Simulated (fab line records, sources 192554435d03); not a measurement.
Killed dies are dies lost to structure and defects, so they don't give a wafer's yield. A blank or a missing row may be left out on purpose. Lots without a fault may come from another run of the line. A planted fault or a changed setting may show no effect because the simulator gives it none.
Chamber matching | flow n5_finfet | N5_MOL_CONTACT_COAG_CMP_28 on cmp-01: 4 sister chambers
The step polishes, stops on SiNx, t overpolish 0.85 s, target thk 14.522 nm. 18 wafers are shown with their chamber, then 9 later ones without.

WAFERS WITH THEIR CHAMBER
wafer  | chamber | motor_current_A (A) | time_to_endpoint_s (s) | platen_rpm (rpm)
L078.2 | 0       | 14.5                | 1.9                    | 51.80
L078.4 | 3       | 12.3                | 2.4                    | 51.81
L078.6 | 2       | 12.8                | 8.2                    | 51.83
L082.1 | 2       | 12.8                | 7.9                    | 51.77
L082.2 | 1       | 11.8                | 8.3                    | 51.80
L082.6 | 3       | 11.7                | 6.4                    | 51.80
L086.1 | 3       | 12.3                | 4.8                    | 51.81
L086.3 | 1       | 12.3                | 4.3                    | 51.81
L086.5 | 3       | 11.6                | 3.2                    | 51.82
L089.4 | 1       | 12.4                | 7.7                    | 51.74
L089.5 | 1       | 12.7                | 6.0                    | 51.79
L089.6 | 2       | 13.8                | 7.6                    | 51.82
L088.2 | 0       | 15.4                | 4.3                    | 51.85
L088.5 | 3       | 12.4                | 8.0                    | 51.84
L088.6 | 0       | 14.8                | 3.3                    | 51.84
L091.1 | 1       | 12.6                | 4.3                    | 51.78
L091.2 | 3       | 11.9                | 4.1                    | 51.81
L091.3 | 2       | 12.8                | 7.1                    | 51.83

SIGNATURES (means of the wafers above)
reading            | chamber 0 | chamber 1 | chamber 2 | chamber 3 | scatter within a chamber
motor_current_A    | 14.900    | 12.360    | 13.050    | 12.033    | 0.401
time_to_endpoint_s | 3.167     | 6.120     | 7.700     | 4.817     | 1.67
platen_rpm         | 51.8300   | 51.7840   | 51.8125   | 51.8150   | 0.0235
Rule: a wafer's distance from a chamber is the root of the sum, over the readings, of the square of ((its reading less the chamber's mean) divided by the reading's scatter). The wafer belongs to the nearest chamber; if the next one is less than 2 further off, it can't be placed. The scatter: the root of (the sum of the squares of (reading less its chamber's mean) over the shown wafers, divided by (wafers less chambers)).

WAFERS WITHOUT THEIR CHAMBER
wafer  | motor_current_A (A) | time_to_endpoint_s (s) | platen_rpm (rpm)
L093.2 | 12.4                | 6.8                    | 51.78
L093.5 | 11.5                | 4.9                    | 51.82
L093.6 | 15.0                | 4.9                    | 51.76
L096.2 | 13.1                | 8.7                    | 51.77
L096.4 | 13.2                | 7.8                    | 51.84
L096.6 | 12.4                | 8.7                    | 51.77
L097.1 | 12.1                | 6.1                    | 51.84
L097.5 | 12.4                | 7.7                    | 51.85
L097.6 | 15.7                | 3.5                    | 51.79

WHICH CHAMBER EACH WENT THROUGH
wafer  | from the rows above          | in truth
L093.2 | can't be placed: 1 or 3 or 2 | 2
L093.5 | can't be placed: 3 or 1      | 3
L093.6 | 0                            | 0
L096.2 | can't be placed: 2 or 1      | 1
L096.4 | 2                            | 2
L096.6 | can't be placed: 1 or 2 or 3 | 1
L097.1 | can't be placed: 3 or 1 or 2 | 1
L097.5 | can't be placed: 2 or 3 or 1 | 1
L097.6 | 0                            | 0
Placed correctly: 3 of 9. Can't be placed from these rows: 6 (the true chamber is among the candidates in 6). Placed wrongly: 0.
